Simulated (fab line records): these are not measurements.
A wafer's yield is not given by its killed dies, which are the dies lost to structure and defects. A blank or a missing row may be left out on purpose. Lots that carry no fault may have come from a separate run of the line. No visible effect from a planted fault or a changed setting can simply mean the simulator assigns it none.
fab line records	flow n5-finfet
[record] lots = 5	wafers = 15	last-day = 18
route steps=1938 shown BEOL_M4@1099 BEOL_M5@1112 BEOL_M11@1575 PASSIVATION@1936
lots that met no fault: from a run of the same line without faults
start-h: hours from the record's first day to the start of the lot's first wafer shown	wait-h: how many hours have passed since the lot's step before this one	" unchanged from the row above	L1.1+2: one row covering several wafers at once	- no value present, or no start provided	* or withheld: withheld	< > ~ a bound
route shown NAME@n: a module of which the file shows steps, and the number in the route of the first	usual: the fault-free wafers' mean and standard deviation	same: alike in all rows	chamber/n: place in a boat	sites: per-site readings	_std_site: the values' standard deviation	_edge_site: mean of outer sites minus mean of inner sites	radius-mm: how far each site lies from the wafer's centre	mask NAME#n: copy n	behind: the last tool/chamber to shape the wafer	hold: what put the lot on hold/how long, in hours/how the hold closed	device: whichever transistor did not switch (one of n, p or np)	end of line: the route-end tests of the same wafers	for a step that has no rows: nothing shown but its recipe	killed: at the first sort, the dies lost to defects and structure; wafer yield is something else	map: a wafer's dies, x killed, . not, _ none there
set.NAME: setting as actually run; set.NAME@STEP: the setting as run at that earlier step	model.NAME: the simulator's own value behind a step, which no gauge read
lots seen at some steps along the route; tables by step, rows by wafer
services: the hour from which a tool's chamber was out of use, counted from the record's first day as start-h (under 0 if before that day), plus the number of hours and why
[[steps]]
[step N5_BEOL_M4_ANNEAL_95]
[recipe] temp-c = 400	time-s = 240	ambient = vacuum
[step N5_BEOL_M4_SPUTTER_96]
[recipe] material = Cu	target-thk-a = 45	temp-c = -20	chamber-pressure-pa = 0.07	power-w = withheld	time-s = 8.29
[step N5_BEOL_M4_ECD_50]
[recipe] material = Cu	target-thk-a = 3000
[step N5_BEOL_M4_ANNEAL_51]
[recipe] temp-c = 225	time-s = 90	ambient = N2
[step N5_BEOL_M4_CMP_52]
[recipe] stop-on = SiOC	t-overpolish-s = 6.8	down-force-psi = 1	platen-rpm = 50	clearing-platen-down-force-psi = 1.5	clearing-platen-rpm = 50	post-cmp-clean = cu-alkaline	target-thk-nm = 40	clearing-platen-pad-velocity-m-s = 0.99484	pad-velocity-m-s = 0.99484
[step N5_BEOL_M4_PRE_CLEAN_60]
[recipe] gas = NH3/H2	time-s = 15	temp-c = *	rf-power-w = 300
[step N5_BEOL_M4_CO_CAP_55]
[recipe] material = Co	target-thk-a = 20	temp-c = 200	precursor = CCTBA/H2	pressure-torr = 30	time-s = 102.1
[step N5_BEOL_M4_PRE_CLEAN_56]
[recipe] gas = NH3	time-s = 15	temp-c = withheld	rf-power-w = 300
[step N5_BEOL_M4_DEP_57]
[recipe] material = SiCN	target-thk-a = 80	temp-c = withheld	precursor = 3MS/NH3	pressure-torr = 3	rf-w = 202	time-s = 14
[step N5_BEOL_M4_RC_MEAS_101]
[usual] DIBL_N = 36.0/2.2	DIBL_P = 36.2/2.4	IOFF_N = 0.16/0.035	IOFF_P = 0.21/0.037	ION_N = 672/13	ION_P = 461/7	SS_N = 71.4/0.69	SS_P = 73.2/0.75	VT_N = 250/3.4	VT_P = -251/3
lot.wafer	tool	chamber	start-h	wait-h	DIBL_N[mV/V]	DIBL_P[mV/V]	IOFF_N[nA/um]	IOFF_P[nA/um]	ION_N[uA/um]	ION_P[uA/um]	SS_N[mV/dec]	SS_P[mV/dec]	VT_N[mV]	VT_P[mV]
L892.1	prober-02	0	236.73	0.0	33.1	33.9	0.11	0.17	653	452	70.3	72.8	258	-255
L892.4	"	0	"	"	36.9	37.4	0.19	0.23	678	466	72.1	73.7	248	-249
L892.6	"	0	"	"	37.6	38.0	0.20	0.24	668	458	72.4	74.2	249	-250
L902.1	prober-02	0	299.45	0.0	37.9	40.2	0.21	0.28	686	467	71.3	74.3	245	-246
L902.4	"	0	"	"	34.5	35.1	0.14	0.20	656	456	71.1	73.0	249	-252
L902.6	"	0	"	"	35.7	37.1	0.16	0.22	665	457	70.9	73.1	249	-248
L901.1	prober-02	0	302.11	0.0	34.2	34.2	0.13	0.17	652	448	71.5	73.1	256	-253
L901.2	"	0	"	"	35.6	36.1	0.14	0.20	653	454	71.3	73.6	252	-253
L901.4	"	0	"	"	35.8	36.4	0.15	0.20	672	458	71.1	73.3	252	-253
L903.2	prober-02	0	304.09	0.2	37.9	37.9	0.20	0.23	682	456	72.3	73.2	247	-250
L903.4	"	0	"	"	34.1	35.1	0.13	0.17	663	456	70.9	72.7	251	-255
L903.5	"	0	"	"	33.5	32.2	0.11	0.15	655	451	71.3	72.3	255	-254
L910.2	prober-01	0	341.25	0.2	38.0	36.8	0.19	0.22	691	470	71.4	73.7	244	-248
L910.5	"	0	"	"	38.4	37.7	0.18	0.24	679	466	71.6	73.9	247	-250
L910.6	"	0	"	"	39.5	40.4	0.24	0.29	702	484	72.3	74.4	245	-247
[step N5_BEOL_M5_ILD_DEP_00]
[recipe] material = SiCOH_lowk	target-thk-a = 1406.4	temp-c = 300	precursor = DEMS/porogen	pressure-torr = 5	rf-w = 500	time-s = 25.9
[step N5_BEOL_M5_CURE_79]
[recipe] temp-c = 385	time-s = 240	ambient = He/Ar	material = SiCOH_lowk
[step N5_BEOL_M5_PECVD_70]
[recipe] material = SiO2	target-thk-a = 160	temp-c = 400	precursor = TEOS/O2	pressure-torr = 5.5	rf-w = 450	teos-flow-sccm = 53.8	gas = O2	flow-sccm = 3000	time-s = 18
[step N5_BEOL_M5_HM_DEP_02]
[recipe] material = TiN	target-thk-a = 200	temp-c = 25	chamber-pressure-pa = 0.49996
[step N5_BEOL_M5_COAT_59]
[recipe] resist = SOC	temp-c = 250	time-s = 60	spin-rpm = 1500	resist-thk-nm = 60
[step N5_BEOL_M5_COAT_60]
[recipe] resist = SiARC	temp-c = 220	time-s = 60	spin-rpm = 1500	resist-thk-nm = 12
[step N5_BEOL_M5_COAT_71]
[recipe] resist = underlayer	temp-c = 205	time-s = 60	spin-rpm = 1500	resist-thk-nm = 5
[step N5_BEOL_M5_COAT_05]
[recipe] resist = CAR-EUV	spin-rpm = 1500	resist-thk-nm = 30
[step N5_BEOL_M5_EBR_07]
[recipe] solvent = PGMEA	ebr-width-mm = 1.5
[step N5_BEOL_M5_SOFTBAKE_06]
[recipe] temp-c = 110	time-s = 60	resist = CAR-EUV
[step N5_BEOL_M5_EXPOSE_08]
[recipe] mask-id = M5	na = 0.33	source-shape = annular	sigma-inner = 0.4	sigma-outer = 0.8	polarization = unpolarized	target-cd-nm = 28	dose-mj = 35.75
[step N5_BEOL_M5_PEB_09]
[recipe] peb-temp-c = 100	peb-time-s = 60	resist = CAR-EUV
[step N5_BEOL_M5_DEVELOP_10]
[recipe] develop-time-s = 30	developer = TMAH	resist = CAR-EUV	rinse-liquid = surfactant-rinse	dry = air-spin	dev-temp-c = 23
[step N5_BEOL_M5_DESCUM_16]
[recipe] chemistry = O2	time-s = 7	source-power-w = 50	bias-power-w = 20	pressure-mtorr = 20	rf-frequency-hz = 2.712e+07	temp-c = 40	resist = CAR-EUV	o2-flow-sccm = 225
[step N5_BEOL_M5_ETCH_72]
[recipe] chemistry = N2/H2	target = underlayer	target-depth-a = 65	mask-material = CAR-EUV	time-s = 5.2	ion-energy-ev = 200	pressure-mtorr = 30	source-w = 840	bias-w = 150	n2-flow-sccm = 200	h2-flow-sccm = 200	ends = cleared
[step N5_BEOL_M5_ETCH_61]
[recipe] chemistry = CF4	target = SiARC	target-depth-a = 156	mask-material = CAR-EUV	time-s = 26	ion-energy-ev = 80	pressure-mtorr = 40	source-w = 545	bias-w = 36	Ar_flow_sccm = 100	cf4-flow-sccm = 100	ends = cleared
[step N5_BEOL_M5_ETCH_62]
[recipe] chemistry = N2/H2	target = SOC	target-depth-a = 750	overetch-a = 150	mask-material = SiARC	temp-c = 40	time-s = 112.5	ion-energy-ev = 200	pressure-mtorr = 30	source-w = 840	bias-w = 150	n2-flow-sccm = 200	h2-flow-sccm = 200
[step N5_BEOL_M5_STRIP_63]
[recipe] chemistry = N2/H2	temp-c = 40	n2-flow-sccm = 200	h2-flow-sccm = 200	rf-frequency-hz = 6e+07
[step N5_BEOL_M5_STRIP_73]
[recipe] chemistry = N2/H2	temp-c = 40	n2-flow-sccm = 200	h2-flow-sccm = 200	rf-frequency-hz = 6e+07
[step N5_BEOL_M5_STRIP_64]
[recipe] chemistry = CF4	resist = SiARC	power-w = 300	bias-power-w = 75	pressure-mtorr = 50	cf4-flow-sccm = 150	rf-frequency-hz = 6e+07
[step N5_BEOL_M5_HM_OPEN_17]
[recipe] chemistry = Cl2/BCl3	target-depth-a = 200	overetch-a = 60	target = TiN	mask-material = SOC	ion-energy-ev = 150	pressure-mtorr = 10	icp-w = 1000	bias-w = 126	Cl2_flow_sccm = 53.25	bcl3-flow-sccm = 21.75	Ar_flow_sccm = 25
[step N5_BEOL_M5_STRIP_19]
[recipe] chemistry = O2	power-w = 400	temp-c = 40	pressure-mtorr = 30	rf-frequency-hz = 6e+07	bias-power-w = 0	overash-fraction = 0.2	o2-flow-sccm = 225
[step N5_BEOL_M5_COAT_65]
[recipe] resist = SOC	temp-c = 250	time-s = 60	spin-rpm = 1500	resist-thk-nm = 60
[step N5_BEOL_M5_COAT_66]
[recipe] resist = SiARC	temp-c = 220	time-s = 60	spin-rpm = 1500	resist-thk-nm = 12
[step N5_BEOL_M11_VIA_ETCH_34]
[recipe] chemistry = C4F6/O2	target = SiCOH_lowk	target-depth-a = 1845	mask-material = SOC	taper-deg = 4	time-s = 69.2	ion-energy-ev = 250	pressure-mtorr = 30	source-w = 345	bias-w = 185	Ar_flow_sccm = 300	C4F6_flow_sccm = 10	O2_flow_sccm = 10
[usual] C4F6_flow_sccm = 10.01/0.031	O2_flow_sccm = 10.000/0.029	chamber-pressure-mTorr = 30.00/0.03	drypump-motor-current-A = 5.9/0.35	oes-product-au = 0.81/0.087	rf-vpp-V = 669/13	showerhead-plenum-p-Torr = 2.88/0.071	throttle-valve-pct = 20.95/0.21
lot.wafer	tool	chamber	start-h	wait-h	C4F6_flow_sccm	O2_flow_sccm	chamber-pressure-mTorr	drypump-motor-current-A	oes-product-au	rf-hours-counter-h	rf-vpp-V	showerhead-plenum-p-Torr	throttle-valve-pct	model.SiARC_of_BEOL_M11_COAT_64.thk-nm	model.SOC_of_BEOL_M11_COAT_63.thk-nm
L892.1	rie-diel-05	0	295.39	0.0	10.03	9.991	29.99	6.1	0.66	247	667	2.92	21.11	0	91.6
L892.4	"	3	"	"	9.99	9.991	30.03	5.8	0.94	10	672	2.90	20.77	0	91.8
L892.6	"	3	"	"	9.99	9.956	30.01	5.8	0.93	-	676	2.90	20.77	0	92
L902.1	rie-diel-05	0	369.61	0.0	-	-	-	-	-	-	-	-	-	23	99.6
L902.4	"	3	"	"	-	-	-	-	-	-	-	-	-	22.6	99.6
L902.6	"	2	"	"	-	-	-	-	-	-	-	-	-	22.6	99.8
L903.2	rie-diel-01	3	369.78	0.0	-	-	-	-	-	-	-	-	-	22.6	100.6
L903.4	"	2	"	"	-	-	-	-	-	-	-	-	-	22.4	100.2
L903.5	"	3	"	"	-	-	-	-	-	-	-	-	-	22.6	100.4
L901.1	rie-diel-02	3	369.83	0.0	-	-	-	-	-	-	-	-	-	22.6	100.4
L901.2	"	2	"	"	-	-	-	-	-	-	-	-	-	22.6	100.2
L901.4	"	0	"	"	-	-	-	-	-	-	-	-	-	22.8	100.4
L910.2	rie-diel-01	0	401.07	0.0	9.99	10.015	30.01	6.4	0.79	124	684	2.87	21.26	0	92.4
L910.5	"	3	"	"	10.04	9.990	30.01	5.8	0.80	-	675	2.86	21.06	0	92.6
L910.6	"	0	"	"	10.05	10.046	29.99	6.3	0.79	-	685	2.87	21.28	0	92.6
[step N5_PASSIVATION_PROBE_49]
[usual] defect-limited-yield = 91.2/1.4	killed_at_M0_to_M3 = 34/9.4	killed_at_M4_up = 14/5.6	killed-at-contacts = 13/7.8	killed-at-front-end = 37/10	killed-at-other = 4/3.3	killed-dies = 103/17	killed-on-rim = 14/3.5	killed-open = 68/13	killed-short = 33/8.2	sort_bin_5_function = 5.1/0.92	sort_bin_6_memory = 3.3/0.71	sort-n-pass = 1077/17	sort-yield-pct = 91.2/1.4
[same] gross-dies = 1180	killed-at-back-side = 0	sort_bin_4_leakage[%] = 0	sort_bin_8_speed[%] = 0
lot.wafer	tool	chamber	start-h	wait-h	defect-limited-yield[%]	killed_at_M0_to_M3	killed_at_M4_up	killed-at-contacts	killed-at-front-end	killed-at-other	killed-dies	killed-on-rim	killed-open	killed-short	sort_bin_5_function[%]	sort_bin_6_memory[%]	sort-n-pass	sort-yield-pct[%]
L902.1	prober-01	-	409.87	0.0	0	28	1098	7	45	2	1180	152	70	19	96.7	3.0	0	0
L902.4	prober-01	-	410.02	0.2	0	25	1094	9	51	1	1180	152	63	34	96.6	3.1	0	0
L902.6	prober-01	-	410.12	0.3	0	27	1110	11	30	2	1180	152	51	25	96.8	2.7	0	0
L903.2	prober-02	-	416.88	0.1	0	31	1111	6	31	1	1180	152	52	28	97.7	2.1	0	0
L903.4	prober-02	-	416.98	0.2	0	29	1105	5	41	0	1180	152	45	36	97.4	2.2	0	0
L903.5	prober-02	-	417.03	0.2	0	25	1092	6	46	11	1180	152	55	41	97.4	2.5	0	0
L901.1	prober-02	-	418.67	0.0	0	19	1103	16	36	6	1180	152	62	26	97.6	2.0	0	0
L901.2	prober-02	-	418.72	0.1	0	38	1093	4	36	9	1180	152	68	27	96.3	3.3	0	0
L901.4	prober-02	-	418.82	0.2	0	36	1085	9	38	12	1180	152	63	39	95.8	3.9	0	0
// killed by level:class
L902.1 BEOL_M11:area-etch=1091 STI_FIN_REVEAL:geometric-particle:open=18 BEOL_M1:geometric-particle:open=10 FIN_SAQP:geometric-particle:open=9 GATE_CUT:geometric-particle:open=6 MOL_CONTACT_COAG:geometric-particle:open=6 BEOL_M0_SAQP:geometric-particle:short=5 FIN_SAQP:geometric-particle:short=4
L902.4 BEOL_M11:area-etch=1082 FIN_SAQP:geometric-particle:open=12 FIN_SAQP:geometric-particle:short=11 STI_FIN_REVEAL:geometric-particle:open=11 BEOL_M0_SAQP:geometric-particle:open=9 MOL_CONTACT_COAG:geometric-particle:open=8 BEOL_M0_SAQP:geometric-particle:short=5 BEOL_M2:geometric-particle:open=5
L902.6 BEOL_M11:area-etch=1104 STI_FIN_REVEAL:geometric-particle:open=12 BEOL_M2:geometric-particle:open=10 MOL_CONTACT_COAG:geometric-particle:open=8 BEOL_M0_SAQP:geometric-particle:open=6 BEOL_M1:geometric-particle:open=5 BEOL_M0_SAQP:geometric-particle:short=4 FIN_SAQP:geometric-particle:short=3
L903.2 BEOL_M11:area-etch=1100 BEOL_M0_SAQP:geometric-particle:open=12 BEOL_M0_SAQP:geometric-particle:short=12 STI_FIN_REVEAL:geometric-particle:open=11 FIN_SAQP:geometric-particle:short=5 MOL_CONTACT_COAG:geometric-particle:open=5 BEOL_M4:geometric-particle:open=5 FIN_SAQP:geometric-particle:open=4
L903.4 BEOL_M11:area-etch=1098 FIN_SAQP:geometric-particle:short=11 FIN_SAQP:geometric-particle:open=8 STI_FIN_REVEAL:geometric-particle:open=8 BEOL_M0_SAQP:geometric-particle:short=6 BEOL_M0_SAQP:geometric-particle:open=6 BEOL_M3:geometric-particle:open=4 BEOL_M4:geometric-particle:open=4
L903.5 BEOL_M11:area-etch=1084 FIN_SAQP:geometric-particle:short=10 STI_FIN_REVEAL:geometric-particle:open=10 GATE_CUT:geometric-particle:short=8 BEOL_M2:geometric-particle:open=8 FIN_SAQP:geometric-particle:open=6 DUMMY_GATE:geometric-particle:open=5 BEOL_M3:geometric-particle:open=5
L901.1 BEOL_M11:area-etch=1090 MOL_CONTACT_COAG:geometric-particle:open=15 FIN_SAQP:geometric-particle:open=10 STI_FIN_REVEAL:geometric-particle:open=7 BEOL_M0_SAQP:geometric-particle:short=7 GATE_CUT:geometric-particle:short=4 BEOL_M4:geometric-particle:open=4 BEOL_M6:geometric-particle:open=4
L901.2 BEOL_M11:area-etch=1081 BEOL_M3:geometric-particle:open=14 FIN_SAQP:geometric-particle:open=8 STI_FIN_REVEAL:geometric-particle:open=8 BEOL_M1:geometric-particle:open=5 BEOL_M2:geometric-particle:open=5 MOL_CONTACT_COAG:geometric-particle:open=4 BEOL_M0:geometric-particle:open=4
L901.4 BEOL_M11:area-etch=1078 FIN_SAQP:geometric-particle:open=13 MOL_CONTACT_COAG:geometric-particle:open=8 BEOL_M0_SAQP:geometric-particle:short=7 FIN_SAQP:geometric-particle:short=5 BEOL_M0_SAQP:geometric-particle:open=5 BEOL_M0:geometric-particle:short=5 BEOL_M2:geometric-particle:open=5
// map L901.1 (x killed, . not)
_________________xxxxxxxxxxxx________________
______________xxxxxxxxxxxxxxxxxx_____________
___________xxxxxxxxxxxxxxxxxxxxxxxx__________
__________xxxxxxxxxxxxxxxxxxxxxxxxxx_________
________xxxxxxxxxxxxxxxxxxxxxxxxxxxxxx_______
_______xxxxxxxxxxxxxxxxxxxxxxxxxxxxxxxx______
______xxxxxxxxxxxxxxxxxxxxxxxxxxxxxxxxxx_____
_____xxxxxxxxxxxxxxxxxxxxxxxxxxxxxxxxxxxx____
____xxxxxxxxxxxxxxxxxxxxxxxxxxxxxxxxxxxxxx___
___xxxxxxxxxxxxxxxxxxxxxxxxxxxxxxxxxxxxxxxx__
___xxxxxxxxxxxxxxxxxxxxxxxxxxxxxxxxxxxxxxxx__
__xxxxxxxxxxxxxxxxxxxxxxxxxxxxxxxxxxxxxxxxxx_
__xxxxxxxxxxxxxxxxxxxxxxxxxxxxxxxxxxxxxxxxxx_
_xxxxxxxxxxxxxxxxxxxxxxxxxxxxxxxxxxxxxxxxxxxx
_xxxxxxxxxxxxxxxxxxxxxxxxxxxxxxxxxxxxxxxxxxxx
_xxxxxxxxxxxxxxxxxxxxxxxxxxxxxxxxxxxxxxxxxxxx
_xxxxxxxxxxxxxxxxxxxxxxxxxxxxxxxxxxxxxxxxxxxx
_xxxxxxxxxxxxxxxxxxxxxxxxxxxxxxxxxxxxxxxxxxxx
_xxxxxxxxxxxxxxxxxxxxxxxxxxxxxxxxxxxxxxxxxxxx
_xxxxxxxxxxxxxxxxxxxxxxxxxxxxxxxxxxxxxxxxxxxx
_xxxxxxxxxxxxxxxxxxxxxxxxxxxxxxxxxxxxxxxxxxxx
__xxxxxxxxxxxxxxxxxxxxxxxxxxxxxxxxxxxxxxxxxx_
__xxxxxxxxxxxxxxxxxxxxxxxxxxxxxxxxxxxxxxxxxx_
___xxxxxxxxxxxxxxxxxxxxxxxxxxxxxxxxxxxxxxxx__
___xxxxxxxxxxxxxxxxxxxxxxxxxxxxxxxxxxxxxxxx__
____xxxxxxxxxxxxxxxxxxxxxxxxxxxxxxxxxxxxxx___
_____xxxxxxxxxxxxxxxxxxxxxxxxxxxxxxxxxxxx____
______xxxxxxxxxxxxxxxxxxxxxxxxxxxxxxxxxx_____
_______xxxxxxxxxxxxxxxxxxxxxxxxxxxxxxxx______
________xxxxxxxxxxxxxxxxxxxxxxxxxxxxxx_______
__________xxxxxxxxxxxxxxxxxxxxxxxxxx_________
___________xxxxxxxxxxxxxxxxxxxxxxxx__________
______________xxxxxxxxxxxxxxxxxx_____________
_________________xxxxxxxxxxxx________________
// map L902.1 (x killed, . not)
_________________xxxxxxxxxxxx________________
______________xxxxxxxxxxxxxxxxxx_____________
___________xxxxxxxxxxxxxxxxxxxxxxxx__________
__________xxxxxxxxxxxxxxxxxxxxxxxxxx_________
________xxxxxxxxxxxxxxxxxxxxxxxxxxxxxx_______
_______xxxxxxxxxxxxxxxxxxxxxxxxxxxxxxxx______
______xxxxxxxxxxxxxxxxxxxxxxxxxxxxxxxxxx_____
_____xxxxxxxxxxxxxxxxxxxxxxxxxxxxxxxxxxxx____
____xxxxxxxxxxxxxxxxxxxxxxxxxxxxxxxxxxxxxx___
___xxxxxxxxxxxxxxxxxxxxxxxxxxxxxxxxxxxxxxxx__
___xxxxxxxxxxxxxxxxxxxxxxxxxxxxxxxxxxxxxxxx__
__xxxxxxxxxxxxxxxxxxxxxxxxxxxxxxxxxxxxxxxxxx_
__xxxxxxxxxxxxxxxxxxxxxxxxxxxxxxxxxxxxxxxxxx_
_xxxxxxxxxxxxxxxxxxxxxxxxxxxxxxxxxxxxxxxxxxxx
_xxxxxxxxxxxxxxxxxxxxxxxxxxxxxxxxxxxxxxxxxxxx
_xxxxxxxxxxxxxxxxxxxxxxxxxxxxxxxxxxxxxxxxxxxx
_xxxxxxxxxxxxxxxxxxxxxxxxxxxxxxxxxxxxxxxxxxxx
_xxxxxxxxxxxxxxxxxxxxxxxxxxxxxxxxxxxxxxxxxxxx
_xxxxxxxxxxxxxxxxxxxxxxxxxxxxxxxxxxxxxxxxxxxx
_xxxxxxxxxxxxxxxxxxxxxxxxxxxxxxxxxxxxxxxxxxxx
_xxxxxxxxxxxxxxxxxxxxxxxxxxxxxxxxxxxxxxxxxxxx
__xxxxxxxxxxxxxxxxxxxxxxxxxxxxxxxxxxxxxxxxxx_
__xxxxxxxxxxxxxxxxxxxxxxxxxxxxxxxxxxxxxxxxxx_
___xxxxxxxxxxxxxxxxxxxxxxxxxxxxxxxxxxxxxxxx__
___xxxxxxxxxxxxxxxxxxxxxxxxxxxxxxxxxxxxxxxx__
____xxxxxxxxxxxxxxxxxxxxxxxxxxxxxxxxxxxxxx___
_____xxxxxxxxxxxxxxxxxxxxxxxxxxxxxxxxxxxx____
______xxxxxxxxxxxxxxxxxxxxxxxxxxxxxxxxxx_____
_______xxxxxxxxxxxxxxxxxxxxxxxxxxxxxxxx______
________xxxxxxxxxxxxxxxxxxxxxxxxxxxxxx_______
__________xxxxxxxxxxxxxxxxxxxxxxxxxx_________
___________xxxxxxxxxxxxxxxxxxxxxxxx__________
______________xxxxxxxxxxxxxxxxxx_____________
_________________xxxxxxxxxxxx________________
[[services]]
tool	chamber	start-h	hours	kind
rie-diel-05	0	306.85	-	clean
rie-diel-05	0	306.85	-	consumable-replace:focus-ring
rie-diel-05	0	306.85	23.4	scheduled-down
rie-diel-05	0	306.85	23.4	vent-cycle
rie-diel-01	0	309.55	5.6	repair
rie-diel-02	2	313.40	-	clean
rie-diel-02	2	313.40	-	consumable-replace:focus-ring
rie-diel-02	2	313.40	18.2	scheduled-down
rie-diel-02	2	313.40	18.2	vent-cycle
rie-diel-01	-	320.61	2.8	pm
rie-diel-01	3	370.74	13.1	repair
rie-diel-02	3	383.28	7.3	repair
[[key]]
[first-sign] step = N5_BEOL_M11_VIA_ETCH_34	reading = tool-record	direction = missing
[effect] step = N5_PASSIVATION_PROBE_49	reading = killed_at_M4_up	direction = up	sigmas = 99+	usual = 14	struck = 1099
[model-effect] step = N5_BEOL_M11_VIA_ETCH_34	value = SiARC_of_BEOL_M11_COAT_64.thk-nm	without = 0	struck = 22.64
[more-kills-born-at] N5_BEOL_M11_VIA_ETCH_34@rie-diel-01 = 3282	N5_BEOL_M11_VIA_ETCH_34@rie-diel-05 = 3277	N5_BEOL_M11_VIA_ETCH_34@rie-diel-02 = 3249
met-at N5_BEOL_M11_VIA_ETCH_34
struck-wafers L901.1,L901.2,L901.4,L902.1,L902.4,L902.6,L903.2,L903.4,L903.5
later-rows-left-out L901.1,L901.2,L901.4,L902.1,L902.4,L902.6,L903.2,L903.4,L903.5
onset-between 295.39 369.61
[fault] kind = skipped-step-whole	tool = rie-diel-01,rie-diel-02,rie-diel-05	chamber = -	onset-h = 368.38	steps = N5_BEOL_M11_VIA_ETCH_34	scope = struck-lots-only
// later-rows-left-out: the simulator's readings of these wafers behind a module that went badly wrong aren't trusted and aren't shown, but for the sort
